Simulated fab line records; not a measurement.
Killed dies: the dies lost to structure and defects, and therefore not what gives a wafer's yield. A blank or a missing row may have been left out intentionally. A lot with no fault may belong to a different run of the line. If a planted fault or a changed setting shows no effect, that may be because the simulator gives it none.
Chamber matching || flow n5 finfet || N5_BEOL_M11_ETCH_61 on rie diel-04 has 4 sister chambers
The step etches SiARC in CF4, target depth 39 nm, time 65 s. 20 wafers are shown with their chamber, then 10 later ones without.

WAFERS, EACH WITH ITS CHAMBER
{"wafer": "L075.1", "chamber": 1, "showerhead plenum p Torr (Torr)": 2.14, "drypump motor current A (A)": 5.5, "throttle valve pct (%)": 15.57}
{"wafer": "L075.5", "chamber": 2, "showerhead plenum p Torr (Torr)": 2.19, "drypump motor current A (A)": 6.0, "throttle valve pct (%)": 15.62}
{"wafer": "L075.6", "chamber": 3, "showerhead plenum p Torr (Torr)": 1.97, "drypump motor current A (A)": 6.4, "throttle valve pct (%)": 15.52}
{"wafer": "L076.2", "chamber": 0, "showerhead plenum p Torr (Torr)": 2.08, "drypump motor current A (A)": 5.1, "throttle valve pct (%)": 15.71}
{"wafer": "L076.3", "chamber": 1, "showerhead plenum p Torr (Torr)": 2.14, "drypump motor current A (A)": 5.5, "throttle valve pct (%)": 15.59}
{"wafer": "L076.5", "chamber": 1, "showerhead plenum p Torr (Torr)": 2.14, "drypump motor current A (A)": 5.5, "throttle valve pct (%)": 15.57}
{"wafer": "L077.1", "chamber": 1, "showerhead plenum p Torr (Torr)": 2.14, "drypump motor current A (A)": 5.4, "throttle valve pct (%)": 15.59}
{"wafer": "L077.4", "chamber": 0, "showerhead plenum p Torr (Torr)": 2.08, "drypump motor current A (A)": 5.1, "throttle valve pct (%)": 15.73}
{"wafer": "L077.5", "chamber": 3, "showerhead plenum p Torr (Torr)": 1.97, "drypump motor current A (A)": 6.5, "throttle valve pct (%)": 15.52}
{"wafer": "L080.1", "chamber": 3, "showerhead plenum p Torr (Torr)": 1.97, "drypump motor current A (A)": 6.4, "throttle valve pct (%)": 15.53}
{"wafer": "L080.5", "chamber": 3, "showerhead plenum p Torr (Torr)": 1.97, "drypump motor current A (A)": 6.4, "throttle valve pct (%)": 15.51}
{"wafer": "L080.6", "chamber": 0, "showerhead plenum p Torr (Torr)": 2.07, "drypump motor current A (A)": 5.1, "throttle valve pct (%)": 15.72}
{"wafer": "L083.4", "chamber": 1, "showerhead plenum p Torr (Torr)": 2.14, "drypump motor current A (A)": 5.5, "throttle valve pct (%)": 15.61}
{"wafer": "L083.5", "chamber": 0, "showerhead plenum p Torr (Torr)": 2.07, "drypump motor current A (A)": 5.1, "throttle valve pct (%)": 15.74}
{"wafer": "L083.6", "chamber": 3, "showerhead plenum p Torr (Torr)": 1.97, "drypump motor current A (A)": 6.4, "throttle valve pct (%)": 15.54}
{"wafer": "L082.2", "chamber": 2, "showerhead plenum p Torr (Torr)": 2.19, "drypump motor current A (A)": 5.9, "throttle valve pct (%)": 15.13}
{"wafer": "L082.4", "chamber": 0, "showerhead plenum p Torr (Torr)": 2.07, "drypump motor current A (A)": 5.1, "throttle valve pct (%)": 15.74}
{"wafer": "L082.5", "chamber": 2, "showerhead plenum p Torr (Torr)": 2.19, "drypump motor current A (A)": 6.0, "throttle valve pct (%)": 15.13}
{"wafer": "L084.1", "chamber": 3, "showerhead plenum p Torr (Torr)": 1.97, "drypump motor current A (A)": 6.5, "throttle valve pct (%)": 15.55}
{"wafer": "L084.2", "chamber": 2, "showerhead plenum p Torr (Torr)": 2.19, "drypump motor current A (A)": 5.9, "throttle valve pct (%)": 15.14}

SIGNATURES (means of the wafers above)
{"reading": "showerhead plenum p Torr", "chamber 0": 2.0740, "chamber 1": 2.1400, "chamber 2": 2.1900, "chamber 3": 1.9700, "scatter within a chamber": 0.00274}
{"reading": "drypump motor current A", "chamber 0": 5.100, "chamber 1": 5.480, "chamber 2": 5.950, "chamber 3": 6.433, "scatter within a chamber": 0.0443}
{"reading": "throttle valve pct", "chamber 0": 15.7280, "chamber 1": 15.5860, "chamber 2": 15.2550, "chamber 3": 15.5283, "scatter within a chamber": 0.106}
Rule: distance of a wafer from a chamber = root of the sum over the readings of ((wafer's reading minus chamber's mean) / reading's scatter) squared. The wafer belongs to the nearest chamber; if the next one is less than 2 further off, it can't be placed. The scatter: take each reading less its chamber's mean, square it, sum over the shown wafers, divide by the number of wafers less the number of chambers, and take the root.

WAFERS WITHOUT THEIR CHAMBER
{"wafer": "L084.4", "showerhead plenum p Torr (Torr)": 2.07, "drypump motor current A (A)": 5.1, "throttle valve pct (%)": 15.75}
{"wafer": "L085.2", "showerhead plenum p Torr (Torr)": 2.18, "drypump motor current A (A)": 6.0, "throttle valve pct (%)": 15.16}
{"wafer": "L085.3", "showerhead plenum p Torr (Torr)": 2.07, "drypump motor current A (A)": 5.1, "throttle valve pct (%)": 15.76}
{"wafer": "L085.5", "showerhead plenum p Torr (Torr)": 2.13, "drypump motor current A (A)": 5.5, "throttle valve pct (%)": 15.64}
{"wafer": "L092.2", "showerhead plenum p Torr (Torr)": 1.96, "drypump motor current A (A)": 6.4, "throttle valve pct (%)": 15.59}
{"wafer": "L092.4", "showerhead plenum p Torr (Torr)": 2.18, "drypump motor current A (A)": 5.9, "throttle valve pct (%)": 15.19}
{"wafer": "L092.6", "showerhead plenum p Torr (Torr)": 2.07, "drypump motor current A (A)": 5.1, "throttle valve pct (%)": 15.79}
{"wafer": "L090.2", "showerhead plenum p Torr (Torr)": 1.96, "drypump motor current A (A)": 6.4, "throttle valve pct (%)": 15.60}
{"wafer": "L090.4", "showerhead plenum p Torr (Torr)": 2.18, "drypump motor current A (A)": 6.0, "throttle valve pct (%)": 15.19}
{"wafer": "L090.6", "showerhead plenum p Torr (Torr)": 2.13, "drypump motor current A (A)": 5.4, "throttle valve pct (%)": 15.68}

WHICH CHAMBER EACH WENT THROUGH
{"wafer": "L084.4", "from the rows above": 0, "in truth": 0}
{"wafer": "L085.2", "from the rows above": 2, "in truth": 2}
{"wafer": "L085.3", "from the rows above": 0, "in truth": 0}
{"wafer": "L085.5", "from the rows above": 1, "in truth": 1}
{"wafer": "L092.2", "from the rows above": 3, "in truth": 3}
{"wafer": "L092.4", "from the rows above": 2, "in truth": 2}
{"wafer": "L092.6", "from the rows above": 0, "in truth": 0}
{"wafer": "L090.2", "from the rows above": 3, "in truth": 3}
{"wafer": "L090.4", "from the rows above": 2, "in truth": 2}
{"wafer": "L090.6", "from the rows above": 1, "in truth": 1}
10 of 10 placed correctly. Number that these rows cannot place: 0. Number placed wrongly: 0.
